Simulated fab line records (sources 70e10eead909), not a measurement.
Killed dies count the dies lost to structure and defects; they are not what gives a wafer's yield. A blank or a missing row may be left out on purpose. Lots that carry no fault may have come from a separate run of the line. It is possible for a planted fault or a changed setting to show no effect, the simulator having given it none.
A lot that was struck, set against a sound lot / flow nand-harc / 14 steps out of a route of 1159
Sound: the wafers L137.1, L137.3, L137.6. Struck: wafer L129.2. The cause comes at the end.
At each step with rows: each side's tool, then ch and its chambers, then its first start. Under that, the readings that differ: sound wafers / struck wafers / difference of the means / sigmas: that difference in standard deviations of wafers without a fault.
alike: words and numbers the same on both sides, and readings whose means are apart by under 2 such deviations; not compared: readings that were withheld, readings missing a value for some wafer, numbers with overlapping values and no deviation given by the record, and bounds like >300 which may hide the same value.
A row with sigmas, a row that says differs or no value, or rows on one side alone: a step with any of these is where the two part. When numbers do not overlap yet have no deviation, they are printed without sigmas and do not part them. A reading missing from all wafers of one side parts the sides only when that side holds two or more wafers.

first, 4 steps without rows for these wafers: NHARC_P_BONDPAD_EBR_05; NHARC_P_BONDPAD_EXPOSE_06 (exposes mask P BPAD); NHARC_P_BONDPAD_PEB_07 (peb time 80 s); NHARC_P_BONDPAD_DEVELOP_08 (time 50 s).
NHARC_P_BONDPAD_CD_MEAS_09: the cd target is 500 nm.
  sound on cd-sem-03 ch 0, day 10 16:14; struck on cd-sem-01 ch 0, day 8 11:49
  alike: cd-nm
NHARC_P_BONDPAD_OVL_MEAS_38:
  struck on overlay-02, day 8 11:54; sound on overlay-02, day 10 16:19
  alike: overlay-x-nm, overlay-y-nm
then, 1 step without rows for these wafers: NHARC_P_BONDPAD_HARDBAKE_10 (time 65 s).
NHARC_P_BONDPAD_DESCUM_11: chemistry O2, time 3 s.
  sound on rie-diel-05 ch 0,3, day 10 16:27; struck on rie-diel-09 ch 3, day 8 12:02
reading=showerhead-plenum-p-Torr (Torr); sound=1.93 1.81 1.81; struck=2.07; difference=+0.22; sigmas=+3
  alike: drypump-motor-current-A, oes-product-au, rf-vpp-V, throttle-valve-pct
  not compared: rf-hours-counter-h
NHARC_P_BONDPAD_ETCH_37: etches the open film in N2/H2, target depth 60 nm, overetch 18 nm, time 65.91 s.
  sound on rie-diel-05 ch 1,2,3, day 10 16:35; struck on rie-diel-09 ch 2, day 8 12:08
reading=run-length-s (s); sound=86.9 87.4 86.7; struck=88.0; difference=+1.0; sigmas=+2
  alike: drypump-motor-current-A, oes-product-au, rf-vpp-V, showerhead-plenum-p-Torr, throttle-valve-pct
  not compared: rf-hours-counter-h
NHARC_P_BONDPAD_ETCH_12: etches the open film in CHF3/O2, target depth 200 nm, time 100 s.
  sound: rie-diel-05 ch 0,1,3; struck: rie-diel-09 ch 0
  alike: drypump-motor-current-A, oes-product-au, rf-vpp-V, run-length-s, showerhead-plenum-p-Torr, throttle-valve-pct
  not compared: rf-hours-counter-h
NHARC_P_BONDPAD_CD_MEAS_13:
  struck on cd-sem-02, day 8 12:23; sound on cd-sem-03, day 10 16:50
  alike: cd-nm
NHARC_P_BONDPAD_STRIP_15: strips in O2.
  sound on rie-diel-11 ch 0,2, day 10 16:55; struck on rie-diel-09 ch 0, day 8 12:28
reading=showerhead-plenum-p-Torr (Torr); sound=3.77 3.53 3.77; struck=3.37; difference=-0.32; sigmas=-2
  alike: drypump-motor-current-A, oes-product-au, rf-vpp-V, throttle-valve-pct
  not compared: rf-hours-counter-h
NHARC_P_BONDPAD_ETCH_24: etches the open film in CF4/N2, target depth 30 nm, time 72.99 s.
  sound on rie-diel-11 ch 0,1,3, day 10 17:07; struck on rie-diel-09 ch 3, day 8 12:39
reading=run-length-s (s); sound=94.8 93.8 94.9; struck=73.0; difference=-21.5; sigmas=-45
  alike: drypump-motor-current-A, oes-product-au, rf-vpp-V, showerhead-plenum-p-Torr, throttle-valve-pct
  not compared: rf-hours-counter-h
then, 1 step without rows for these wafers: NHARC_P_BONDPAD_STRIP_16 (strips in post etch residue remover, time 600 s).

== WHERE THEY PART ==
First at NHARC_P_BONDPAD_DESCUM_11; last, within this record, at NHARC_P_BONDPAD_ETCH_24.

WHY: the cause the simulator had injected
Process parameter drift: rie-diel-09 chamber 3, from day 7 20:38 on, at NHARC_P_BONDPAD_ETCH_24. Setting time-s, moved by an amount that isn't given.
